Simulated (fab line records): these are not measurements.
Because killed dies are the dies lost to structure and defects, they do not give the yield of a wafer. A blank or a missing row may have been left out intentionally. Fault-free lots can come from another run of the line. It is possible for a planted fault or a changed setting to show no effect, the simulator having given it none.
Which tool did it?	flow nand harc	at 1 step of a route of 1302, 24 lots with 72 wafers sampled

## WHAT THE GAUGES SHOWED, per wafer
NHARC_A_WL_FILL_INSPECT_15.
lot	measured	on	raw defect count
L076	day 21 04:43	defect inspect-02	709 551 441
L075	day 21 04:44	defect inspect-01	574 585 456
L074	day 21 12:02	defect inspect-01	399 370 662
L077	day 22 22:43	defect inspect-02	407 419 416
L080	day 23 01:34	defect inspect-01	602 583 746
L078	day 23 01:34	defect inspect-02	480 597 461
L079	day 23 15:06	defect inspect-01	374 471 417
L081	day 24 04:18	defect inspect-02	330 566 623
L082	day 24 22:05	defect inspect-02	338 378 457
L083	day 24 22:08	defect inspect-01	432 496 486
L084	day 25 06:29	defect inspect-01	639 401 657
L085	day 25 15:25	defect inspect-02	357 389 394
L086	day 26 07:56	defect inspect-01	461 400 391
L088	day 26 07:59	defect inspect-02	357 411 431
L089	day 26 11:16	defect inspect-02	317 616 413
L087	day 26 11:19	defect inspect-01	367 362 367
L091	day 27 08:02	defect inspect-02	517 423 605
L090	day 27 10:50	defect inspect-02	430 418 353
L092	day 28 15:21	defect inspect-02	673 537 492
L093	day 28 15:31	defect inspect-02	411 384 430
L094	day 29 17:05	defect inspect-02	567 739 438
L095	day 29 20:35	defect inspect-01	680 667 431
L096	day 29 20:38	defect inspect-02	413 351 285
L097	day 30 22:32	defect inspect-02	478 510 588

## TOOL THAT RAN EACH LOT (tool first, then ch and the chambers of the sampled wafers, then the start)
The record holds no process step before these readings.

## AS READ BY THE TOOLS THEMSELVES (means over the sampled wafers that have a number; for cases with no such wafer, the mark the record gives instead)
The record holds no such reading with a usual standard deviation.

## THE ANSWER, worked out from the rows above alone
Rule: the usual values come from the lots themselves. Put in order of their means at a reading, lots are off if they are a third of the lots or fewer, leave a main group of 4 or more, and stand apart from it by a gap of 3 or more times the standard deviation of the main group's means; of several such gaps the widest counts. The tables above print the reading to a certain number of digits; a main group whose means all agree to those digits is not used. Also off: a lot with no number at a reading for which 4 or more lots have one. The other lots that the step has rows for count as sound. After the gauges, taken in route order, come the tools' own readings; for these a lot's mean is taken, as printed above. At the first step where some lot is off, the reading lying furthest off is the one used; lots without a number count as furthest.
Nothing can be told from this: no lot is off at any reading shown.

## WHAT HAD BEEN PUT IN BY THE SIMULATOR
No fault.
